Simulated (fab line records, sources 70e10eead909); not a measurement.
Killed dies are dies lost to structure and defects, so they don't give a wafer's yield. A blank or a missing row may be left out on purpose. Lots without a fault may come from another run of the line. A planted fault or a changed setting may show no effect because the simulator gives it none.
Which tool did it? | flow nand_harc | 14 lots, 42 wafers sampled, at 5 steps of a route of 1159

WHAT THE GAUGES READ, wafer by wafer
NHARC_A_BLC_OVL_MEAS_11.
lot  | measured     | on         | overlay_x_nm (nm) | overlay_y_nm (nm)
L840 | day 17 15:17 | overlay-02 | 1.6 1.7 1.8       | 1.0 1.0 0.8
L841 | day 17 21:00 | overlay-02 | 0.4 0.3 0.1       | -0.3 0.6 0.4
L837 | day 18 03:05 | overlay-02 | -0.3 -0.4 -0.1    | -0.8 -1.1 -0.5
L839 | day 18 05:19 | overlay-02 | -0.7 -0.2 -0.7    | 0.0 -1.1 -0.8
L842 | day 18 15:10 | overlay-02 | -1.5 -0.8 -0.9    | 1.0 0.7 0.5
L845 | day 19 02:01 | overlay-02 | -0.4 -0.3 -0.3    | 0.0 0.0 0.0
L844 | day 19 08:14 | overlay-01 | 0.3 0.2 -0.1      | -0.9 -0.8 -1.2
L846 | day 19 14:07 | overlay-01 | -1.0 -0.5 -0.7    | 1.7 1.3 1.7
L843 | day 19 14:28 | overlay-01 | 1.0 0.9 1.0       | -0.5 0.4 -0.1
L847 | day 20 02:13 | overlay-01 | -0.3 0.1 0.5      | -0.3 -0.3 -0.7
L851 | day 20 02:49 | overlay-01 | 0.4 0.1 0.1       | -0.8 -1.5 -0.8
L852 | day 21 13:59 | overlay-02 | -0.6 -0.2 -1.1    | -0.4 -0.5 -0.8
L859 | day 22 13:17 | overlay-02 | -1.7 -0.9 -0.9    | 0.1 0.6 0.4
L858 | day 22 21:47 | overlay-01 | 0.0 0.2 0.7       | 0.8 1.4 0.6

NHARC_A_BLC_INSPECT_12.
lot  | measured     | on                | raw_defect_count
L840 | day 17 15:19 | defect_inspect-01 | 29 16 21
L841 | day 17 21:02 | defect_inspect-02 | 14 8 15
L837 | day 18 03:07 | defect_inspect-02 | 41 29 30
L839 | day 18 05:22 | defect_inspect-01 | 23 23 27
L842 | day 18 15:13 | defect_inspect-01 | 13 14 17
L845 | day 19 02:02 | defect_inspect-02 | 37 58 31
L844 | day 19 08:17 | defect_inspect-02 | 24 15 22
L846 | day 19 14:11 | defect_inspect-01 | 25 28 27
L843 | day 19 14:30 | defect_inspect-01 | 28 32 27
L847 | day 20 02:16 | defect_inspect-01 | 54 62 60
L851 | day 20 02:51 | defect_inspect-01 | 26 22 23
L852 | day 21 14:01 | defect_inspect-01 | 30 36 21
L859 | day 22 13:20 | defect_inspect-01 | 33 34 31
L858 | day 22 21:50 | defect_inspect-01 | 47 51 35

NHARC_A_M0_CD_MEAS_09: target cd 80 nm.
lot  | measured     | on        | cd_nm (nm)
L840 | day 17 19:15 | cd_sem-01 | 78.9 78.9 78.4
L841 | day 18 04:49 | cd_sem-02 | 80.2 79.1 79.4
L837 | day 18 07:19 | cd_sem-02 | 79.8 80.3 80.3
L839 | day 18 14:58 | cd_sem-03 | 78.9 79.4 79.9
L842 | day 18 22:44 | cd_sem-03 | 79.3 79.6 77.8
L845 | day 19 07:57 | cd_sem-02 | 80.4 79.9 80.0
L844 | day 19 13:59 | cd_sem-03 | 78.5 79.2 79.0
L846 | day 19 18:06 | cd_sem-01 | 80.1 79.0 79.2
L843 | day 19 18:37 | cd_sem-01 | 79.3 78.9 79.7
L847 | day 20 07:47 | cd_sem-01 | 78.8 78.6 77.3
L851 | day 20 07:56 | cd_sem-03 | 79.5 79.0 79.3
L852 | day 21 18:13 | cd_sem-01 | 41.2 41.0 41.6
L859 | day 22 18:20 | cd_sem-02 | 79.1 80.0 80.1
L858 | day 23 01:54 | cd_sem-02 | 51.8 51.0 50.9

WHICH TOOL RAN EACH LOT (tool, then ch and the chambers of the sampled wafers, then the start)
lot  | NHARC_A_BLC_ETCH_16                | NHARC_A_M0_EXPOSE_06
L840 | rie_diel-02 ch 0,1,2, day 17 15:28 | arfi_scanner-03 ch 0, day 17 19:07
L841 | rie_diel-04 ch 1,2,3, day 17 21:11 | arfi_scanner-01 ch 0, day 18 04:40
L837 | rie_diel-04 ch 0,2, day 18 03:17   | arfi_scanner-01 ch 0, day 18 07:11
L839 | rie_diel-04 ch 0,2,3, day 18 05:31 | arfi_scanner-02 ch 0, day 18 14:49
L842 | rie_diel-04 ch 1,2, day 18 15:23   | arfi_scanner-03 ch 0, day 18 22:36
L845 | rie_diel-04 ch 0,1,3, day 19 02:12 | arfi_scanner-01 ch 0, day 19 07:49
L844 | rie_diel-02 ch 0,2,3, day 19 08:26 | arfi_scanner-01 ch 0, day 19 13:51
L846 | rie_diel-04 ch 0,1,2, day 19 14:20 | arfi_scanner-03 ch 0, day 19 17:58
L843 | rie_diel-02 ch 0,2, day 19 14:47   | arfi_scanner-01 ch 0, day 19 18:28
L847 | rie_diel-04 ch 1,2,3, day 20 02:25 | arfi_scanner-03 ch 0, day 20 07:38
L851 | rie_diel-04 ch 0,2, day 20 03:10   | arfi_scanner-02 ch 0, day 20 07:47
L852 | rie_diel-02 ch 1,2,3, day 21 14:11 | arfi_scanner-02 ch 0, day 21 18:04
L859 | rie_diel-04 ch 2,3, day 22 13:29   | arfi_scanner-01 ch 0, day 22 18:12
L858 | rie_diel-04 ch 0,1,2, day 22 22:00 | arfi_scanner-02 ch 0, day 23 01:46
- NHARC_A_BLC_ETCH_16: etches the open film in CF4, target depth 39 nm, time 65 s.
- NHARC_A_M0_EXPOSE_06: exposes mask A M0, target cd 80 nm.

WHAT THE TOOLS THEMSELVES READ (means of the sampled wafers that have a number; where no wafer has one, the mark that the record gives instead)
NHARC_A_BLC_ETCH_16.
lot  | tool        | drypump_motor_current_A (A) | mfc_ar_sccm (sccm) | oes_product_au (a.u.) | rf_vpp_V (V) | showerhead_plenum_p_Torr (Torr) | throttle_valve_pct (%)
L840 | rie_diel-02 | 6.0                         | 0.004              | 1.011                 | 150.9        | 1.70                            | 13.276
L841 | rie_diel-04 | 5.7                         | 0.006              | 1.004                 | 152.4        | 1.78                            | 13.281
L837 | rie_diel-04 | 5.2                         | 0.000              | 0.999                 | 150.6        | 1.72                            | 13.269
L839 | rie_diel-04 | 5.6                         | 0.005              | 0.996                 | 151.8        | 1.73                            | 13.285
L842 | rie_diel-04 | 5.6                         | 0.001              | 0.993                 | 152.6        | 1.84                            | 13.280
L845 | rie_diel-04 | 5.3                         | 0.006              | 1.009                 | 150.5        | 1.71                            | 13.285
L844 | rie_diel-02 | 5.8                         | 0.011              | 1.017                 | 151.2        | 1.75                            | 13.280
L846 | rie_diel-04 | 5.3                         | 0.001              | 0.995                 | 151.5        | 1.77                            | 13.278
L843 | rie_diel-02 | 5.7                         | 0.008              | 1.011                 | 150.3        | 1.70                            | 13.286
L847 | rie_diel-04 | 5.7                         | 0.006              | 1.004                 | 150.8        | 1.78                            | 13.283
L851 | rie_diel-04 | 5.5                         | 0.000              | 0.998                 | 151.4        | 1.79                            | 13.276
L852 | rie_diel-02 | 6.0                         | 0.007              | 1.003                 | 150.7        | 1.75                            | 13.282
L859 | rie_diel-04 | 5.9                         | 0.011              | 1.014                 | 150.1        | 1.74                            | 13.289
L858 | rie_diel-04 | 5.3                         | 0.001              | 0.997                 | 151.2        | 1.77                            | 13.282

NHARC_A_M0_EXPOSE_06.
lot  | tool            | exposure_dose_mJ_cm2 | focus_offset_nm (nm)
L840 | arfi_scanner-03 | 83.17                | 0.4
L841 | arfi_scanner-01 | 83.12                | -0.2
L837 | arfi_scanner-01 | 83.20                | 0.0
L839 | arfi_scanner-02 | 83.24                | 0.0
L842 | arfi_scanner-03 | 83.23                | -0.4
L845 | arfi_scanner-01 | 83.22                | 0.9
L844 | arfi_scanner-01 | 83.18                | -0.1
L846 | arfi_scanner-03 | 83.28                | -0.1
L843 | arfi_scanner-01 | 83.21                | -0.5
L847 | arfi_scanner-03 | 83.13                | 0.1
L851 | arfi_scanner-02 | 83.18                | -0.3
L852 | arfi_scanner-02 | 45.79                | 0.4
L859 | arfi_scanner-01 | 83.02                | 0.2
L858 | arfi_scanner-02 | 53.19                | 0.0

THE ANSWER, worked out from the rows above alone
Rule: what is usual is taken from the lots themselves. Put in order of their means at a reading, lots are off if they are a third of the lots or fewer, leave a main group of 4 or more, and stand apart from it by a gap of 3 or more times the standard deviation of the main group's means; of several such gaps the widest counts. A main group whose means are all the same, to the digits that the tables above print for the reading, isn't used. A lot without any number at a reading at which 4 lots or more have one is off too. The other lots that the step has rows for count as sound. The gauges are gone through in route order, then the tools' own readings, and for those a lot's mean is taken as printed above. The first step at which some lot is off is used, and at that step the reading that is off furthest; a lot without a number counts as furthest.
Off: L852, L858, at NHARC_A_M0_CD_MEAS_09 (cd_nm). The main group: mean 79.3 nm, standard deviation 0.53.
A tool fits if, at a process step before that reading, it ran every lot that is off, and no sound lot after the first of them. The gauges at NHARC_A_M0_CD_MEAS_09 aren't tried: what is off there is off at NHARC_A_M0_EXPOSE_06 too, on other tools, and a gauge's error can't cause that. One fits: arfi_scanner-02 at NHARC_A_M0_EXPOSE_06. Its last sound lot is L851 (day 20 07:47), its first lot that is off L852 (day 21 18:04): a fault that began between those two fits.
The tool's own readings at NHARC_A_M0_EXPOSE_06 bear it out: on the lots that are off they differ by more than 5 times the standard deviation of the sound lots' means. exposure_dose_mJ_cm2 reads 49.49 there against 83.18 on the sound lots.

WHAT THE SIMULATOR HAD PUT IN
Process parameter drift: arfi_scanner-02, from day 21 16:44 on, at NHARC_A_M0_EXPOSE_06. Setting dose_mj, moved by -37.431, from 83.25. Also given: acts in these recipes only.
Lots struck among those shown: L852, L858. The rule above found the same.
